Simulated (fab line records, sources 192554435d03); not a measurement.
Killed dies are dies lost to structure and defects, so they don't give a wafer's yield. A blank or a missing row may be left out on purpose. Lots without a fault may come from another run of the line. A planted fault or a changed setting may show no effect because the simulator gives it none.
Chamber matching | flow n5_finfet | N5_BEOL_M12_TRENCH_ETCH_34 on rie_diel-04: 3 sister chambers
The step etches SiOC in C4F8/O2/Ar, target depth 318.95 nm, time 125.5 s. 3 wafers are shown with their chamber, then 4 later ones without.

WAFERS WITH THEIR CHAMBER
wafer  | chamber | throttle_valve_pct (%)
L084.4 | 2       | 24.15
L088.1 | 1       | 24.14
L088.4 | 3       | 23.64

WAFERS WITHOUT THEIR CHAMBER
wafer  | throttle_valve_pct (%)
L089.4 | 23.64
L089.6 | 23.64
L091.2 | 24.16
L091.3 | 24.17

WHICH CHAMBER EACH WENT THROUGH
wafer  | from the rows above     | in truth
L089.4 | 3                       | 3
L089.6 | 3                       | 3
L091.2 | can't be placed: 2 or 1 | 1
L091.3 | can't be placed: 2 or 1 | 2
Placed correctly: 2 of 4. Can't be placed from these rows: 2 (the true chamber is among the candidates in 2). Placed wrongly: 0.
How it was worked out, from the rows above alone: a wafer's distance from a chamber is the root of the sum, over the readings, of the square of ((its reading less the chamber's mean) divided by the reading's scatter). The wafer belongs to the nearest chamber; if the next one is less than 2 further off, it can't be placed. A chamber's mean is the mean of its shown wafers. The scatter: with one shown wafer a chamber, the root of the mean of the squares of how far each hidden wafer lies from its nearest shown one.
